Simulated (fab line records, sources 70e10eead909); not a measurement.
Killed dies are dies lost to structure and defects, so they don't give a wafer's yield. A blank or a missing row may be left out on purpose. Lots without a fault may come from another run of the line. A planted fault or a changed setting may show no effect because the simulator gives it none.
Which tool did it? | flow nand_harc | 11 lots, 33 wafers sampled, at 4 steps of a route of 1302

WHAT THE GAUGES READ, wafer by wafer
NHARC_P_STI_CD_MEAS_09: target cd 200 nm.
lot  | measured     | on        | cd_nm (nm)
L499 | day 2 19:55  | cd_sem-03 | 202.4 201.9 198.5
L500 | day 3 06:19  | cd_sem-01 | 200.3 199.7 199.0
L502 | day 4 00:40  | cd_sem-02 | 203.5 198.0 197.7
L504 | day 4 21:59  | cd_sem-03 | 200.1 200.9 202.0
L505 | day 5 09:19  | cd_sem-02 | 199.9 198.3 195.9
L508 | day 6 17:01  | cd_sem-03 | 200.7 198.2 197.5
L509 | day 7 04:08  | cd_sem-03 | 200.9 199.7 200.1
L513 | day 8 14:44  | cd_sem-02 | 196.4 198.8 200.1
L516 | day 9 21:49  | cd_sem-02 | 204.8 206.8 207.8
L517 | day 10 08:34 | cd_sem-01 | 207.9 208.7 209.0
L520 | day 11 14:52 | cd_sem-02 | 199.7 200.9 198.3

WHICH TOOL RAN EACH LOT (tool, then ch and the chambers of the sampled wafers, then the start)
lot  | NHARC_P_ZERO_WELL_ETCH_62                     | NHARC_P_ZERO_WELL_ETCH_63        | NHARC_P_STI_PEB_07
L499 | rie_diel-11 ch 1,2,3, day 1 21:40 or earlier  | rie_si-04 ch 1,2,3, day 1 21:40  | litho_track-07 ch 0, day 2 19:50
L500 | rie_diel-09 ch 0,1,2, day 2 07:53 or earlier  | rie_si-01 ch 1,3, day 2 07:53    | litho_track-07 ch 0, day 3 06:14
L502 | rie_diel-11 ch 1,2,3, day 3 03:40 or earlier  | rie_si-01 ch 0,1,3, day 3 03:40  | litho_track-03 ch 0, day 4 00:35
L504 | rie_diel-05 ch 2,3, day 3 23:41 or earlier    | rie_si-01 ch 0,1,2, day 3 23:41  | litho_track-05 ch 0, day 4 21:54
L505 | rie_diel-05 ch 0,1,3, day 4 09:43 or earlier  | rie_si-06 ch 0,1,2, day 4 09:43  | litho_track-05 ch 0, day 5 09:14
L508 | rie_diel-11 ch 0,3, day 5 15:40 or earlier    | rie_si-06 ch 0,1,2, day 5 15:40  | litho_track-07 ch 0, day 6 16:56
L509 | rie_diel-09 ch 0,1,2, day 6 01:40 or earlier  | rie_si-04 ch 1,2,3, day 6 01:40  | litho_track-03 ch 0, day 7 04:04
L513 | rie_diel-05 ch 0,3, day 7 17:41 or earlier    | rie_si-01 ch 0,1,3, day 7 17:41  | litho_track-05 ch 0, day 8 14:39
L516 | rie_diel-09 ch 2,3, day 8 23:43 or earlier    | rie_si-06 ch 1,2, day 8 23:43    | litho_track-07 ch 0, day 9 21:44
L517 | rie_diel-11 ch 1,3, day 9 09:44 or earlier    | rie_si-06 ch 1,2,3, day 9 09:44  | litho_track-07 ch 0, day 10 08:29
L520 | rie_diel-11 ch 0,1,2, day 10 15:39 or earlier | rie_si-06 ch 0,1,3, day 10 15:39 | litho_track-05 ch 0, day 11 14:46
- NHARC_P_ZERO_WELL_ETCH_62: etches the open film in CHF3/Ar, target depth 13 nm, time 6.5 s.
- NHARC_P_ZERO_WELL_ETCH_63: etches the open film in HBr/Cl2, target depth 120 nm, time 40.1 s.
- NHARC_P_STI_PEB_07: peb time 80 s.

THE ANSWER, worked out from the rows above alone
Rule: what is usual is taken from the lots themselves. Put in order of their means at a reading, lots are off if they are a third of the lots or fewer, leave a main group of 4 or more, and stand apart from it by a gap of 3 or more times the standard deviation of the main group's means; of several such gaps the widest counts. A main group whose means are all the same, to the digits that the tables above print for the reading, isn't used. A lot without any number at a reading at which 4 lots or more have one is off too. The other lots that the step has rows for count as sound.
Off: L516, L517, at NHARC_P_STI_CD_MEAS_09 (cd_nm). The main group: mean 199.6 nm, standard deviation 0.98.
A tool fits if, at a process step before that reading, it ran every lot that is off, and no sound lot after the first of them. The gauges at NHARC_P_STI_CD_MEAS_09 are tried like those tools. NHARC_P_ZERO_WELL_ETCH_62 gives no start for some lots, so the hours and the order of its lots are those of NHARC_P_ZERO_WELL_ETCH_63. One fits: litho_track-07 at NHARC_P_STI_PEB_07. Its last sound lot is L508 (day 6 16:56), its first lot that is off L516 (day 9 21:44): a fault that began between those two fits.

WHAT THE SIMULATOR HAD PUT IN
Process parameter drift: litho_track-07, from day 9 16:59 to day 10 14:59, at NHARC_P_STI_PEB_07. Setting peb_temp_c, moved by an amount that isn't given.
Lots struck among those shown: L516, L517. The rule above found the same.
